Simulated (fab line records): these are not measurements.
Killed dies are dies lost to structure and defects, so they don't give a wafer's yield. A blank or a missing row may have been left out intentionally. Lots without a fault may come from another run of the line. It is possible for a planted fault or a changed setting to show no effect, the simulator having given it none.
fab line records ; flow n5-finfet
record: lots: 7; wafers: 39
route steps=1938 shown BEOL_M0_SAQP@676 BEOL_M0_CUTY@711 BEOL_M0@715 BEOL_M8@1377
start-h: the number of hours between the record's first day and the start of the first shown wafer of the lot ; wait-h: how many hours have passed since the lot's step before this one ; " same as the row above ; L1.1+2: one row covering several wafers at once ; - either no value or no given start ; * or withheld: withheld ; < > ~ a bound
route shown NAME@n: names a module that has steps shown in the file, with the first one's number in the route ; usual: mean and standard deviation over wafers with no fault ; same: alike in all rows ; chamber/n: place in a boat ; sites: each site's reading ; _std_site: their standard deviation ; _edge_site: inner sites' mean taken away from outer sites' mean ; radius-mm: for every site, how far away it sits from the centre of the wafer ; mask NAME#n: copy n ; behind: tool/chamber where the wafer was last shaped ; hold: why the lot was held/for how many hours/how that ended ; device: whichever transistor did not switch (one of n, p or np) ; end of line: the route-end tests of the same wafers ; where a step has no rows: the recipe by itself ; killed: count of dies lost to structure and defects at first sort (not the wafer's yield) ; map: per-die view of a wafer (x killed, . not killed, _ where there is no die)
set.NAME: setting as actually run; set.NAME@STEP: the setting as run at that earlier step ; model.NAME: the simulator's own value behind a step, which no gauge read
lots run with intentionally changed settings; tables by step, rows by wafer
== steps ==
step: N5_BEOL_M0_SAQP_SPACER2_ALD_26
recipe: material: SiO2; target-thk-a: 150; temp-c: 300; ald-precursor-family: BDEAS; ald-co-reactant: O2-plasma; pulse-time-s: 1; purge-time-s: 2; co-reactant-purge-time-s: 2; pressure-torr: 2
lot.wafer;tool;chamber;start-h;wait-h;set.target-thk-a;model.SiO2_of_BEOL_M0_SAQP_SPACER2_ALD_26.thk-nm
L074.1+2+3+5+6;ald-sin-01;3,0,2,3,2;116.03;0.1;150;15
L074.4;ald-sin-01;1;116.03;0.1;150;15.2
L082.1+2+3;ald-sin-03;2,1,0;158.71;0.1;150;15
L082.4+5+6;ald-sin-03;3,1,0;158.71;0.1;216.5;21.6
L083.3+4+6;ald-sin-04;2,3,3;163.56;0.3;150;15
L089.1+2+6;ald-sin-01;1,3,1;198.51;0.1;150;15.2
L089.3+5;ald-sin-01;0,2;198.51;0.1;229.2;23
L089.4;ald-sin-01;2;198.51;0.1;229.2;23.2
L091.1+4+6;ald-sin-03;2,3,1;213.81;0.1;150;15
L091.2+3+5;ald-sin-03;1,0,0;213.81;0.1;86.82;8.8
L093.1+3+6;ald-sin-01;1,2,2;225.65;0.1;150;15.2
L093.2+4+5;ald-sin-01;3,0,1;225.65;0.1;234.8;23.6
L096.1;ald-sin-03;0;242.32;0.1;150;15.2
L096.2+4;ald-sin-03;2,3;242.32;0.1;150;15
L096.3+5+6;ald-sin-03;1,0,1;242.32;0.1;103.1;10.4
step: N5_BEOL_M0_SAQP_SPACER2_ETCHBACK_27
recipe: chemistry: CHF3/O2; mode: anisotropic-etchback; target: SiO2; target-depth-a: 225; time-s: 11.25; pressure-mtorr: 30; source-w: 650; bias-w: 170; Ar_flow_sccm: 200; CHF3_flow_sccm: 50; O2_flow_sccm: 5; ion-energy-ev: 200
step: N5_BEOL_M0_SAQP_MANDREL2_REMOVE_110
recipe: chemistry: HBr/Cl2/O2; bt-time-s: 10; target: a-Si; stop-on: SiCN; endpoint: OES-SiCl; over-etch-frac: 1; icp-w: 600; bias-w: 30; HBr_flow_sccm: 150; Cl2_flow_sccm: 80; O2_flow_sccm: 5; pressure-mtorr: 10
lot.wafer;tool;chamber;start-h;wait-h;set.target-thk-a@BEOL_M0_SAQP_SPACER2_ALD_26;model.BEOL_M0_SAQP.cd-nm
L074.1+3+5;rie-si-01;0,2,2;116.67;0.1;150;15
L074.2+6;rie-si-01;1,3;116.67;0.1;150;15.2
L074.4;rie-si-01;3;116.67;0.1;150;15.4
L082.1+2+3;rie-si-06;1,0,2;159.50;0.1;150;15
L082.4+6;rie-si-06;3,0;159.50;0.1;216.5;21.6
L082.5;rie-si-06;3;159.50;0.1;216.5;21.8
L083.3+6;rie-si-06;1,3;164.19;0.1;150;14.8
L083.4;rie-si-06;2;164.19;0.1;150;15
L089.1;rie-si-04;0;199.14;0.1;150;15
L089.2+6;rie-si-04;1,2;199.14;0.1;150;15.2
L089.3+4+5;rie-si-04;3,2,3;199.14;0.1;229.2;23
L091.1+4+6;rie-si-06;1,3,3;214.44;0.1;150;15
L091.2;rie-si-06;0;214.44;0.1;86.82;8.8
L091.3+5;rie-si-06;2;214.44;0.1;86.82;9
L093.1+6;rie-si-06;3;226.29;0.1;150;15.2
L093.2+4;rie-si-06;1,0;226.29;0.1;234.8;23.6
L093.3;rie-si-06;2;226.29;0.1;150;15.4
L093.5;rie-si-06;2;226.29;0.1;234.8;23.8
L096.1;rie-si-06;0;242.96;0.1;150;15.2
L096.2+4;rie-si-06;1,2;242.96;0.1;150;15
L096.3;rie-si-06;3;242.96;0.1;103.1;10.2
L096.5+6;rie-si-06;0,1;242.96;0.1;103.1;10.4
step: N5_BEOL_M0_SAQP_CD_MEAS_29
recipe: target-cd-nm: 14.4; landing-energy-ev: 1000; detector: se-inlens
usual: cd-nm: 15.02/0.22
lot.wafer;tool;chamber;start-h;wait-h;set.target-thk-a@BEOL_M0_SAQP_SPACER2_ALD_26;cd-nm
L074.1;cd-sem-03;0;116.78;0.1;150;15.32
L074.2;cd-sem-03;0;116.78;0.1;150;15.11
L074.3;cd-sem-03;0;116.78;0.1;150;15.07
L074.4;cd-sem-03;0;116.78;0.1;150;15.44
L074.5;cd-sem-03;0;116.78;0.1;150;15.27
L074.6;cd-sem-03;0;116.78;0.1;150;15.45
L082.1;cd-sem-03;0;159.61;0.1;150;15.01
L082.2;cd-sem-03;0;159.61;0.1;150;15.17
L082.3;cd-sem-03;0;159.61;0.1;150;15.20
L082.4;cd-sem-03;0;159.61;0.1;216.5;21.71
L082.5;cd-sem-03;0;159.61;0.1;216.5;21.70
L082.6;cd-sem-03;0;159.61;0.1;216.5;21.50
L083.3;cd-sem-01;0;164.31;0.1;150;14.98
L083.4;cd-sem-01;0;164.31;0.1;150;15.08
L083.6;cd-sem-01;0;164.31;0.1;150;14.90
L089.1;cd-sem-01;0;199.25;0.1;150;15.26
L089.2;cd-sem-01;0;199.25;0.1;150;15.10
L089.3;cd-sem-01;0;199.25;0.1;229.2;23.09
L089.4;cd-sem-01;0;199.25;0.1;229.2;23.01
L089.5;cd-sem-01;0;199.25;0.1;229.2;23.14
L089.6;cd-sem-01;0;199.25;0.1;150;15.03
L091.1;cd-sem-01;0;214.55;0.1;150;14.97
L091.2;cd-sem-01;0;214.55;0.1;86.82;8.26
L091.3;cd-sem-01;0;214.55;0.1;86.82;8.83
L091.4;cd-sem-01;0;214.55;0.1;150;14.92
L091.5;cd-sem-01;0;214.55;0.1;86.82;9.10
L091.6;cd-sem-01;0;214.55;0.1;150;14.99
L093.1;cd-sem-03;0;226.40;0.1;150;15.03
L093.2;cd-sem-03;0;226.40;0.1;234.8;23.54
L093.3;cd-sem-03;0;226.40;0.1;150;15.24
L093.4;cd-sem-03;0;226.40;0.1;234.8;23.89
L093.5;cd-sem-03;0;226.40;0.1;234.8;24.09
L093.6;cd-sem-03;0;226.40;0.1;150;15.17
L096.1;cd-sem-02;0;243.07;0.1;150;15.19
L096.2;cd-sem-02;0;243.07;0.1;150;14.88
L096.3;cd-sem-02;0;243.07;0.1;103.1;10.06
L096.4;cd-sem-02;0;243.07;0.1;150;15.02
L096.5;cd-sem-02;0;243.07;0.1;103.1;10.12
L096.6;cd-sem-02;0;243.07;0.1;103.1;10.39
step: N5_BEOL_M0_SAQP_COAT_69
recipe: resist: SOC; temp-c: 250; time-s: 60; spin-rpm: 1500; resist-thk-nm: 90
step: N5_BEOL_M0_SAQP_COAT_72
recipe: resist: SiARC; temp-c: 220; time-s: 60; spin-rpm: 1500; resist-thk-nm: 15
step: N5_BEOL_M0_CUTY_DESCUM_61
recipe: chemistry: O2; time-s: 7.9; source-power-w: 50; bias-power-w: 20; pressure-mtorr: 20; rf-frequency-hz: 2.712e+07; temp-c: 40; resist: CAR-ArF-block; o2-flow-sccm: 225
step: N5_BEOL_M0_CUTY_ETCH_62
recipe: chemistry: CF4; target: SiARC; mask-material: CAR-ArF-block; time-s: 58.5; ion-energy-ev: 80; pressure-mtorr: 40; source-w: 545; bias-w: 36; Ar_flow_sccm: 100; cf4-flow-sccm: 100; ends: cleared
step: N5_BEOL_M0_CUTY_ETCH_63
recipe: chemistry: N2/H2; target: SOC; target-depth-a: 827; overetch-a: 165; mask-material: SiARC; temp-c: 40; ion-energy-ev: 200; time-s: 124; pressure-mtorr: 30; source-w: 840; bias-w: 150; n2-flow-sccm: 200; h2-flow-sccm: 200
lot.wafer;tool;chamber;start-h;wait-h;set.target-thk-a@BEOL_M0_SAQP_SPACER2_ALD_26;model.SiO2_of_BEOL_M0_SAQP_SPACER2_ALD_26.thk-nm
L074.1+2+3+4+5+6;rie-diel-04;1,3,2,1,2,3;118.74;0.0;150;7.2
L082.1;rie-diel-05;1;161.87;0.0;150;7.4
L082.2+3;rie-diel-05;3,0;161.87;0.0;150;7
L082.4+5;rie-diel-05;2;161.87;0.0;216.5;13.8
L082.6;rie-diel-05;3;161.87;0.0;216.5;13.6
L083.3;rie-diel-03;3;166.35;0.0;150;7.2
L083.4+6;rie-diel-03;2;166.35;0.0;150;7
L089.1;rie-diel-05;3;201.32;0.0;150;7.2
L089.2;rie-diel-05;2;201.32;0.0;150;7.4
L089.3+5;rie-diel-05;0;201.32;0.0;229.2;15
L089.4;rie-diel-05;1;201.32;0.0;229.2;15.4
L089.6;rie-diel-05;1;201.32;0.0;150;7.6
L091.1;rie-diel-05;0;216.44;0.0;150;7
L091.2+3+5;rie-diel-05;1,3,2;216.44;0.0;86.82;2
L091.4;rie-diel-05;2;216.44;0.0;150;7.2
L091.6;rie-diel-05;1;216.44;0.0;150;7.4
L093.1;rie-diel-03;0;228.56;0.0;150;7.4
L093.2+5;rie-diel-03;3;228.56;0.0;234.8;15.6
L093.3+6;rie-diel-03;1,2;228.56;0.0;150;7.2
L093.4;rie-diel-03;2;228.56;0.0;234.8;15.8
L096.1+2;rie-diel-04;1,3;245.00;0.0;150;7.2
L096.3+5;rie-diel-04;2,3;245.00;0.0;103.1;2.6
L096.4;rie-diel-04;0;245.00;0.0;150;7
L096.6;rie-diel-04;0;245.00;0.0;103.1;2.8
step: N5_BEOL_M0_CUTY_STRIP_64
recipe: chemistry: N2/H2; temp-c: 40; n2-flow-sccm: 200; h2-flow-sccm: 200; rf-frequency-hz: 6e+07
step: N5_BEOL_M0_ETCH_138
recipe: chemistry: CH3F/O2; target-depth-a: 120; target: SiCN; time-s: 31.6; ion-energy-ev: 120; pressure-mtorr: 30; source-w: 395; bias-w: 75; Ar_flow_sccm: 150; CH3F_flow_sccm: 30; O2_flow_sccm: 20; ends: cleared
step: N5_BEOL_M0_HM_OPEN_105
recipe: chemistry: Cl2/BCl3; target-depth-a: 120; target: TiN; ion-energy-ev: 150; pressure-mtorr: 10; icp-w: 1000; bias-w: 126; Cl2_flow_sccm: 53.25; bcl3-flow-sccm: 21.75; Ar_flow_sccm: 25
lot.wafer;tool;chamber;start-h;wait-h;set.target-thk-a@BEOL_M0_SAQP_SPACER2_ALD_26;model.SiO2_of_BEOL_M0_SAQP_SPACER2_ALD_26.thk-nm
L074.1;rie-metal-03;1;120.09;1.2;150;2.6
L074.2+3+4+5+6;rie-metal-03;1;120.09;1.2;150;2.8
L082.1;rie-metal-03;1;165.23;3.2;150;3
L082.2+3;rie-metal-03;0;165.23;3.2;150;2.4
L082.4+5;rie-metal-03;1,0;165.23;3.2;216.5;9.4
L082.6;rie-metal-03;1;165.23;3.2;216.5;9.2
L083.3+4;rie-metal-01;1,0;168.19;1.7;150;2.8
L083.6;rie-metal-01;0;168.19;1.7;150;2.6
L089.1;rie-metal-03;0;203.46;2.0;150;2.8
L089.2;rie-metal-03;1;203.46;2.0;150;3
L089.3+5;rie-metal-03;1,0;203.46;2.0;229.2;10.6
L089.4;rie-metal-03;0;203.46;2.0;229.2;11
L089.6;rie-metal-03;1;203.46;2.0;150;3.2
L091.1;rie-metal-01;0;221.26;4.7;150;2.6
L091.2+3+5;rie-metal-01;1,0,1;221.26;4.7;86.82;0.4
L091.4;rie-metal-01;1;221.26;4.7;150;2.8
L091.6;rie-metal-01;0;221.26;4.7;150;3
L093.1+6;rie-metal-02;0,1;230.10;1.4;150;2.8
L093.2+4+5;rie-metal-02;1,1,0;230.10;1.4;234.8;11.4
L093.3;rie-metal-02;0;230.10;1.4;150;2.6
L096.1+2;rie-metal-03;1,0;245.27;0.1;150;2.8
L096.3+5+6;rie-metal-03;0,1,0;245.27;0.1;103.1;0.6
L096.4;rie-metal-03;1;245.27;0.1;150;2.6
step: N5_BEOL_M8_TRENCH_ETCH_37
recipe: chemistry: C4F6/O2; target-depth-a: 934.78; target: SiCOH_lowk; time-s: 31.2; ion-energy-ev: 250; pressure-mtorr: 30; source-w: 345; bias-w: 185; Ar_flow_sccm: 300; C4F6_flow_sccm: 10; O2_flow_sccm: 10
lot.wafer;tool;chamber;start-h;wait-h;set.time-s;model.BEOL_M8.feature-depth-nm;model.etch.depth-nm;model.TiN_of_BEOL_M8_HM_DEP_02.thk-nm
L074.1;rie-diel-04;1;-;-;41.34;123.2;123.3;16.2
L074.2;rie-diel-04;3;-;-;31.2;92.2;92.16;17.4
L074.3;rie-diel-04;1;-;-;41.34;123.4;123.4;16.2
L074.4;rie-diel-04;3;-;-;31.2;91.4;91.46;17.6
L074.5;rie-diel-04;1;-;-;41.34;122.8;122.8;16.4
L074.6;rie-diel-04;3;-;-;31.2;91.6;91.65;17.4
L083.3;rie-diel-03;1;-;-;31.2;95;94.93;17.2
L083.4;rie-diel-03;2;-;-;31.2;94.2;94.13;17
L083.6;rie-diel-03;3;-;-;31.2;94.2;94.19;17
L082.1;rie-diel-03;1;-;-;18.83;56.6;56.64;18.8
L082.2;rie-diel-03;3;-;-;31.2;93.4;93.45;17.6
L082.3;rie-diel-03;2;-;-;31.2;94.8;94.84;17.2
L082.4;rie-diel-03;1;-;-;18.83;56.6;56.6;18.4
L082.5;rie-diel-03;3;-;-;18.83;56.4;56.49;18.4
L082.6;rie-diel-03;2;-;-;31.2;95;95.03;17.2
L089.1;rie-diel-04;1;-;-;31.2;93.6;93.63;17.2
L089.2;rie-diel-04;2;-;-;41.56;127;126.9;16.4
L089.3;rie-diel-04;0;-;-;31.2;95.8;95.74;17
L089.4;rie-diel-04;0;-;-;31.2;95.6;95.69;17
L089.5;rie-diel-04;1;-;-;41.56;125.2;125.2;16
L089.6;rie-diel-04;2;-;-;41.56;126.6;126.7;16.2
L091.1;rie-diel-05;1;-;-;13.5;38.6;38.67;19
L091.2;rie-diel-05;0;-;-;31.2;93.4;93.49;17.4
L091.3;rie-diel-05;3;-;-;13.5;39.8;39.89;19
L091.4;rie-diel-05;3;-;-;31.2;92.4;92.31;17.8
L091.5;rie-diel-05;0;-;-;13.5;40.2;40.24;18.8
L091.6;rie-diel-05;1;-;-;31.2;90.2;90.11;17.4
L093.1;rie-diel-04;0;-;-;31.2;95;95.04;17.2
L093.2;rie-diel-04;1;-;-;17.64;52.4;52.33;18.4
L093.3;rie-diel-04;2;-;-;31.2;95.2;95.11;17
L093.4;rie-diel-04;3;-;-;17.64;53.6;53.67;18
L093.5;rie-diel-04;1;-;-;31.2;92.6;92.58;17.6
L093.6;rie-diel-04;0;-;-;17.64;54;54.04;18.2
L096.1;rie-diel-03;3;-;-;31.2;95.6;95.55;17.6
L096.2;rie-diel-03;1;-;-;41.36;126.6;126.6;16.8
L096.3;rie-diel-03;2;-;-;31.2;94.8;94.79;17.6
L096.4;rie-diel-03;0;-;-;31.2;94.8;94.84;17.4
L096.5;rie-diel-03;1;-;-;41.36;126.6;126.6;16.6
L096.6;rie-diel-03;0;-;-;41.36;125.4;125.5;16.8
step: N5_BEOL_M8_ETCH_41
recipe: chemistry: CH3F/O2; target: SiCN; target-depth-a: 319; taper-deg: 2; time-s: 57.8; ion-energy-ev: 120; mask-material: TiN; pressure-mtorr: 30; source-w: 395; bias-w: 75; Ar_flow_sccm: 150; CH3F_flow_sccm: 30; O2_flow_sccm: 20
step: N5_BEOL_M8_STRIP_80
recipe: chemistry: N2/H2; time-s: 10; power-w: 450; temp-c: 40; pressure-mtorr: 20; rf-frequency-hz: 6e+07; bias-power-w: 7; n2-flow-sccm: 200; h2-flow-sccm: 200
step: N5_BEOL_M8_OCD_MEAS_38
usual: trench-depth-nm: 93.8/1.7
lot.wafer;tool;chamber;start-h;wait-h;set.time-s@BEOL_M8_TRENCH_ETCH_37;trench-depth-nm
L074.1;ocd-01;-;204.08;-;41.34;123.5
L074.2;ocd-01;-;204.08;-;31.2;91.8
L074.3;ocd-01;-;204.08;-;41.34;123.3
L074.4;ocd-01;-;204.08;-;31.2;91.3
L074.5;ocd-01;-;204.08;-;41.34;122.6
L074.6;ocd-01;-;204.08;-;31.2;91.6
L083.3;ocd-02;-;248.17;-;31.2;95.1
L083.4;ocd-02;-;248.17;-;31.2;94.0
L083.6;ocd-02;-;248.17;-;31.2;94.0
L082.1;ocd-02;-;248.75;-;18.83;57.2
L082.2;ocd-02;-;248.75;-;31.2;93.1
L082.3;ocd-02;-;248.75;-;31.2;94.6
L082.4;ocd-02;-;248.75;-;18.83;56.0
L082.5;ocd-02;-;248.75;-;18.83;56.2
L082.6;ocd-02;-;248.75;-;31.2;94.8
L089.1;ocd-02;-;298.51;-;31.2;93.4
L089.2;ocd-02;-;298.51;-;41.56;126.5
L089.3;ocd-02;-;298.51;-;31.2;96.1
L089.4;ocd-02;-;298.51;-;31.2;95.7
L089.5;ocd-02;-;298.51;-;41.56;125.7
L089.6;ocd-02;-;298.51;-;41.56;126.5
L091.1;ocd-02;-;304.78;-;13.5;38.7
L091.2;ocd-02;-;304.78;-;31.2;94.4
L091.3;ocd-02;-;304.78;-;13.5;40.4
L091.4;ocd-02;-;304.78;-;31.2;92.3
L091.5;ocd-02;-;304.78;-;13.5;39.5
L091.6;ocd-02;-;304.78;-;31.2;90.3
L093.1;ocd-02;-;319.14;-;31.2;94.9
L093.2;ocd-02;-;319.14;-;17.64;52.3
L093.3;ocd-02;-;319.14;-;31.2;95.2
L093.4;ocd-02;-;319.14;-;17.64;53.8
L093.5;ocd-02;-;319.14;-;31.2;92.7
L093.6;ocd-02;-;319.14;-;17.64;53.6
L096.1;ocd-02;-;326.96;-;31.2;95.4
L096.2;ocd-02;-;326.96;-;41.36;126.5
L096.3;ocd-02;-;326.96;-;31.2;94.9
L096.4;ocd-02;-;326.96;-;31.2;95.1
L096.5;ocd-02;-;326.96;-;41.36;126.4
L096.6;ocd-02;-;326.96;-;41.36;125.2
step: N5_BEOL_M8_HM_STRIP_39
recipe: chemistry: peroxide-tin-strip; material: TiN; target-depth-a: 250; temp-c: 50; time-s: 158
step: N5_BEOL_M8_SRD_40
recipe: time-s: 30; temp-c: 23; rinse-liquid: diw; dry: ipa-marangoni
step: N5_BEOL_M8_ECD_50
recipe: material: Cu; target-thk-a: 3000
step: N5_BEOL_M8_ANNEAL_51
recipe: temp-c: 225; time-s: 90; ambient: N2
step: N5_BEOL_M8_CMP_52
recipe: stop-on: SiCOH_lowk; t-overpolish-s: 6.9; down-force-psi: 1; platen-rpm: 50; clearing-platen-down-force-psi: 1.5; clearing-platen-rpm: 50; post-cmp-clean: cu-alkaline; target-thk-nm: 80; clearing-platen-pad-velocity-m-s: 0.99484; pad-velocity-m-s: 0.99484
lot.wafer;tool;chamber;start-h;wait-h;set.time-s@BEOL_M8_TRENCH_ETCH_37;model.Cu_of_BEOL_M8_ECD_50.thk-nm
L074.4;cmp-02;3;207.35;0.1;31.2;75.8
L074.3+1;cmp-02;0,2;207.35;0.1;41.34;109.6
L074.2;cmp-02;1;207.35;0.1;31.2;78.2
L074.6;cmp-02;3;207.35;0.1;31.2;76
L074.5;cmp-02;0;207.35;0.1;41.34;109.4
L083.3;cmp-03;3;249.99;0.2;31.2;80.4
L083.4;cmp-03;0;249.99;0.2;31.2;81
L083.6;cmp-03;1;249.99;0.2;31.2;81.2
L082.2;cmp-02;3;251.78;0.2;31.2;80.6
L082.4;cmp-02;0;251.78;0.2;18.83;43.8
L082.1;cmp-02;1;251.78;0.2;18.83;43.6
L082.3;cmp-02;2;251.78;0.2;31.2;83
L082.5;cmp-02;3;251.78;0.2;18.83;43.2
L082.6;cmp-02;0;251.78;0.2;31.2;82.2
L089.2;cmp-02;0;300.97;0.2;41.56;114.2
L089.4;cmp-02;1;300.97;0.2;31.2;82.2
L089.3;cmp-02;2;300.97;0.2;31.2;81
L089.1;cmp-02;3;300.97;0.2;31.2;79.2
L089.5;cmp-02;0;300.97;0.2;41.56;111
L089.6;cmp-02;1;300.97;0.2;41.56;113.8
L091.2;cmp-02;1;306.63;0.2;31.2;81.8
L091.4;cmp-02;2;306.63;0.2;31.2;80.4
L091.1;cmp-02;3;306.63;0.2;13.5;25.8
L091.3;cmp-02;0;306.63;0.2;13.5;26.6
L091.5;cmp-02;1;306.63;0.2;13.5;28.8
L091.6;cmp-02;2;306.63;0.2;31.2;77.6
L093.1;cmp-03;1;321.25;0.3;31.2;81.6
L093.4;cmp-03;2;321.25;0.3;17.64;40.4
L093.2;cmp-03;3;321.25;0.3;17.64;37.2
L093.3;cmp-03;0;321.25;0.3;31.2;80.4
L093.5;cmp-03;1;321.25;0.3;31.2;78
L093.6;cmp-03;2;321.25;0.3;17.64;38.8
L096.2;cmp-03;1;331.08;0.2;41.36;112.4
L096.4+3;cmp-03;2,3;331.08;0.2;31.2;80.4
L096.1;cmp-03;0;331.08;0.2;31.2;80.6
L096.5;cmp-03;1;331.08;0.2;41.36;112.2
L096.6;cmp-03;2;331.08;0.2;41.36;111.2
step: N5_BEOL_M8_THK_MEAS_53
recipe: thk-meas-gauge: xrf; reads: Cu_of_BEOL_M8_ECD_50
usual: M8_THK: 80.2/2
lot.wafer;tool;chamber;start-h;wait-h;set.time-s@BEOL_M8_TRENCH_ETCH_37;M8_THK[nm]
L074.1;film-metro-01;-;207.65;-;41.34;109.0
L074.2;film-metro-01;-;207.65;-;31.2;77.8
L074.3;film-metro-01;-;207.65;-;41.34;109.5
L074.4;film-metro-01;-;207.65;-;31.2;75.5
L074.5;film-metro-01;-;207.65;-;41.34;108.9
L074.6;film-metro-01;-;207.65;-;31.2;75.7
L083.3;film-metro-02;-;250.21;-;31.2;79.6
L083.4;film-metro-02;-;250.21;-;31.2;80.1
L083.6;film-metro-02;-;250.21;-;31.2;80.2
L082.1;film-metro-01;-;252.07;-;18.83;44.0
L082.2;film-metro-01;-;252.07;-;31.2;81.3
L082.3;film-metro-01;-;252.07;-;31.2;83.7
L082.4;film-metro-01;-;252.07;-;18.83;44.3
L082.5;film-metro-01;-;252.07;-;18.83;43.5
L082.6;film-metro-01;-;252.07;-;31.2;83.2
L089.1;film-metro-01;-;301.27;-;31.2;79.8
L089.2;film-metro-01;-;301.27;-;41.56;115.4
L089.3;film-metro-01;-;301.27;-;31.2;81.9
L089.4;film-metro-01;-;301.27;-;31.2;82.8
L089.5;film-metro-01;-;301.27;-;41.56;111.9
L089.6;film-metro-01;-;301.27;-;41.56;115.1
L091.1;film-metro-01;-;306.92;-;13.5;25.9
L091.2;film-metro-01;-;306.92;-;31.2;81.5
L091.3;film-metro-01;-;306.92;-;13.5;26.7
L091.4;film-metro-01;-;306.92;-;31.2;80.5
L091.5;film-metro-01;-;306.92;-;13.5;28.7
L091.6;film-metro-01;-;306.92;-;31.2;77.8
L093.1;film-metro-02;-;321.55;-;31.2;80.8
L093.2;film-metro-02;-;321.55;-;17.64;37.0
L093.3;film-metro-02;-;321.55;-;31.2;79.8
L093.4;film-metro-02;-;321.55;-;17.64;40.2
L093.5;film-metro-02;-;321.55;-;31.2;77.6
L093.6;film-metro-02;-;321.55;-;17.64;38.5
L096.1;film-metro-02;-;331.37;-;31.2;79.7
L096.2;film-metro-02;-;331.37;-;41.36;111.5
L096.3;film-metro-02;-;331.37;-;31.2;79.4
L096.4;film-metro-02;-;331.37;-;31.2;79.4
L096.5;film-metro-02;-;331.37;-;41.36;110.7
L096.6;film-metro-02;-;331.37;-;41.36;109.8
step: N5_BEOL_M8_PRE_CLEAN_55
recipe: gas: NH3; time-s: 15; temp-c: withheld; rf-power-w: 300
step: N5_BEOL_M8_DEP_56
recipe: material: SiCN; target-thk-a: 100; temp-c: withheld; precursor: 3MS/NH3; pressure-torr: 3; rf-w: 202; time-s: 17.5
step: N5_BEOL_M8_RS_MEAS_57
recipe: thk-meas-gauge: four-point-probe; reads: Cu_of_BEOL_M8_ECD_50+Co_of_BEOL_M8_CVD_78+TaN_of_BEOL_M8_ALD_77
usual: M8_RS: 0.285/0.0086
lot.wafer;tool;chamber;start-h;wait-h;set.time-s@BEOL_M8_TRENCH_ETCH_37;M8_RS[ohm/sq]
L074.1;film-metro-02;-;207.78;0.1;41.34;0.200
L074.2;film-metro-02;-;207.78;0.1;31.2;0.294
L074.3;film-metro-02;-;207.78;0.1;41.34;0.199
L074.4;film-metro-02;-;207.78;0.1;31.2;0.305
L074.5;film-metro-02;-;207.78;0.1;41.34;0.200
L074.6;film-metro-02;-;207.78;0.1;31.2;0.304
L083.3;film-metro-02;-;250.34;0.1;31.2;0.285
L083.4;film-metro-02;-;250.34;0.1;31.2;0.282
L083.6;film-metro-02;-;250.34;0.1;31.2;0.281
L082.1;film-metro-01;-;252.20;0.1;18.83;0.602
L082.2;film-metro-01;-;252.20;0.1;31.2;0.284
L082.3;film-metro-01;-;252.20;0.1;31.2;0.274
L082.4;film-metro-01;-;252.20;0.1;18.83;0.597
L082.5;film-metro-01;-;252.20;0.1;18.83;0.610
L082.6;film-metro-01;-;252.20;0.1;31.2;0.278
L089.1;film-metro-01;-;301.40;0.1;31.2;0.288
L089.2;film-metro-01;-;301.40;0.1;41.56;0.190
L089.3;film-metro-01;-;301.40;0.1;31.2;0.281
L089.4;film-metro-01;-;301.40;0.1;31.2;0.277
L089.5;film-metro-01;-;301.40;0.1;41.56;0.196
L089.6;film-metro-01;-;301.40;0.1;41.56;0.190
L091.1;film-metro-02;-;307.05;0.1;13.5;1.210
L091.2;film-metro-02;-;307.05;0.1;31.2;0.279
L091.3;film-metro-02;-;307.05;0.1;13.5;1.159
L091.4;film-metro-02;-;307.05;0.1;31.2;0.285
L091.5;film-metro-02;-;307.05;0.1;13.5;1.037
L091.6;film-metro-02;-;307.05;0.1;31.2;0.296
L093.1;film-metro-01;-;321.68;0.1;31.2;0.280
L093.2;film-metro-01;-;321.68;0.1;17.64;0.738
L093.3;film-metro-01;-;321.68;0.1;31.2;0.284
L093.4;film-metro-01;-;321.68;0.1;17.64;0.663
L093.5;film-metro-01;-;321.68;0.1;31.2;0.295
L093.6;film-metro-01;-;321.68;0.1;17.64;0.700
L096.1;film-metro-02;-;331.50;0.1;31.2;0.284
L096.2;film-metro-02;-;331.50;0.1;41.36;0.194
L096.3;film-metro-02;-;331.50;0.1;31.2;0.285
L096.4;film-metro-02;-;331.50;0.1;31.2;0.285
L096.5;film-metro-02;-;331.50;0.1;41.36;0.194
L096.6;film-metro-02;-;331.50;0.1;41.36;0.196
== key ==
split: step: N5_BEOL_M0_SAQP_SPACER2_ALD_26; setting: target-thk-a; stated: 150; by: wafer
response: step: N5_BEOL_M0_SAQP_SPACER2_ALD_26; reading: model.SiO2_of_BEOL_M0_SAQP_SPACER2_ALD_26.thk-nm; change: +0.149; per: 1%; r: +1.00
response: step: N5_BEOL_M0_SAQP_MANDREL2_REMOVE_110; reading: model.BEOL_M0_SAQP.cd-nm; change: +0.149; per: 1%; r: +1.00
response: step: N5_BEOL_M0_SAQP_CD_MEAS_29; reading: cd-nm; change: +0.151; per: 1%; r: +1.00
response: step: N5_BEOL_M0_CUTY_ETCH_63; reading: model.SiO2_of_BEOL_M0_SAQP_SPACER2_ALD_26.thk-nm; change: +0.143; per: 1%; r: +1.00
response: step: N5_BEOL_M0_HM_OPEN_105; reading: model.SiO2_of_BEOL_M0_SAQP_SPACER2_ALD_26.thk-nm; change: +0.128; per: 1%; r: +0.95
split: step: N5_BEOL_M8_TRENCH_ETCH_37; setting: time-s; stated: 31.2; by: wafer
response: step: N5_BEOL_M8_TRENCH_ETCH_37; reading: model.BEOL_M8.feature-depth-nm; change: +0.943; per: 1%; r: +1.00
response: step: N5_BEOL_M8_TRENCH_ETCH_37; reading: model.etch.depth-nm; change: +0.942; per: 1%; r: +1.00
response: step: N5_BEOL_M8_TRENCH_ETCH_37; reading: model.TiN_of_BEOL_M8_HM_DEP_02.thk-nm; change: -0.0264; per: 1%; r: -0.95
response: step: N5_BEOL_M8_OCD_MEAS_38; reading: trench-depth-nm; change: +0.944; per: 1%; r: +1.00
response: step: N5_BEOL_M8_CMP_52; reading: model.Cu_of_BEOL_M8_ECD_50.thk-nm; change: +0.957; per: 1%; r: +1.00
response: step: N5_BEOL_M8_THK_MEAS_53; reading: M8_THK; change: +0.957; per: 1%; r: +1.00
response: step: N5_BEOL_M8_RS_MEAS_57; reading: M8_RS; change: -0.00891; per: 1%; r: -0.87
